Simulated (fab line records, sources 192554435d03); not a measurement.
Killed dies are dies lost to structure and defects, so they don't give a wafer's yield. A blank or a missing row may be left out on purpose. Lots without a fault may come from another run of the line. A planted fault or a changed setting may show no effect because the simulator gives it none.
Split-lot experiment | flow n5_finfet | 7 lots, 21 wafers read, on a route of 1938 steps

THE SPLIT
At N5_BEOL_M15_SPUTTER_44 (material Ta, target thk 15 nm, time 24.19 s), the setting power_w was moved away from the recipe's 15000 W on 6 of the 21 wafers read, by -11.8% to +15.0%. The other wafers ran this setting at the recipe's value.

The reading is taken at the split's own step.

THE READING
Ta_of_BEOL_M15_SPUTTER_44.thk_nm (the simulator's own value, which no gauge read), in nm, at N5_BEOL_M15_SPUTTER_44 (material Ta, target thk 15 nm, time 24.19 s). The file gives no usual value for it. The 15 wafers here that ran the recipe average 15.0 nm, standard deviation 0.26 nm.

wafer  | tool, chamber at the split | power_w as run, W | against the recipe | Ta_of_BEOL_M15_SPUTTER_44.thk_nm, nm | against lot-mates on the recipe
L075.2 | pvd_sputter-01, -          | 17040             | +13.6%             | 16.6                                 | +1.6
L075.4 | pvd_sputter-01, -          | 15000             | recipe             | 15                                   | -
L075.6 | pvd_sputter-01, -          | 17040             | +13.6%             | 16.8                                 | +1.8
L076.2 | pvd_sputter-01, -          | 15000             | recipe             | 14.6                                 | -
L076.4 | pvd_sputter-01, -          | 15000             | recipe             | 15                                   | -
L076.6 | pvd_sputter-01, -          | 15830             | +5.5%              | 16                                   | +1.2
L079.1 | pvd_sputter-03, -          | 15000             | recipe             | 14.4                                 | -
L079.4 | pvd_sputter-03, -          | 17250             | +15.0%             | 17.2                                 | +2.5
L079.6 | pvd_sputter-03, -          | 15000             | recipe             | 15                                   | -
L083.2 | pvd_sputter-02, -          | 15000             | recipe             | 15.4                                 | -
L083.4 | pvd_sputter-02, -          | 15000             | recipe             | 15                                   | -
L083.5 | pvd_sputter-02, -          | 17190             | +14.6%             | 17.2                                 | +2.0
L087.1 | pvd_sputter-02, -          | 15000             | recipe             | 15.4                                 | -
L087.5 | pvd_sputter-02, -          | 15000             | recipe             | 15                                   | -
L087.6 | pvd_sputter-02, -          | 15000             | recipe             | 15                                   | -
L092.1 | pvd_sputter-03, -          | 13230             | -11.8%             | 13                                   | -1.9
L092.5 | pvd_sputter-03, -          | 15000             | recipe             | 14.8                                 | -
L092.6 | pvd_sputter-03, -          | 15000             | recipe             | 15                                   | -
L096.2 | pvd_sputter-02, -          | 15000             | recipe             | 15                                   | -
L096.4 | pvd_sputter-02, -          | 15000             | recipe             | 15                                   | -
L096.3 | pvd_sputter-02, -          | 15000             | recipe             | 15.4                                 | -

THE FIT
A straight line over all 21 wafers: Ta_of_BEOL_M15_SPUTTER_44.thk_nm changes by +0.145 nm for each +1% of power_w; r = +0.97; the points scatter about the line by 0.26 nm.
The same after taking each lot's own level away (the mean of its wafers on the recipe; 21 wafers): +0.146 nm for each +1%; r = +0.97; scatter 0.24 nm.
On that fit, the largest move of power_w shifts the reading by 2.2 nm.
The lots' own levels span 14.70 to 15.20 nm, that is 1.9 times the standard deviation above.
So the lot-to-lot level changes the slope little: the two slopes agree.
Check: with one of the wafers moved furthest among these (+15.0%) left out of the fit, the line predicts +2.08 nm for it against its lot-mates. It came out at +2.5 nm against them.

OTHER SPLITS ON THESE WAFERS
These wafers also went through other splits before the reading. Each is held against what the fit with the lots' levels taken away leaves over:
other split on the same wafers | wafers away from the commonest value | r with Ta_of_BEOL_M15_SPUTTER_44.thk_nm (lot level and that fit taken away)
N5_BEOL_M12_SPUTTER_43 power_w | 6                                    | +0.14

THE FILE'S OWN FIT
Ta_of_BEOL_M15_SPUTTER_44.thk_nm changes by +0.15 nm for each +1% of power_w, r = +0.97.
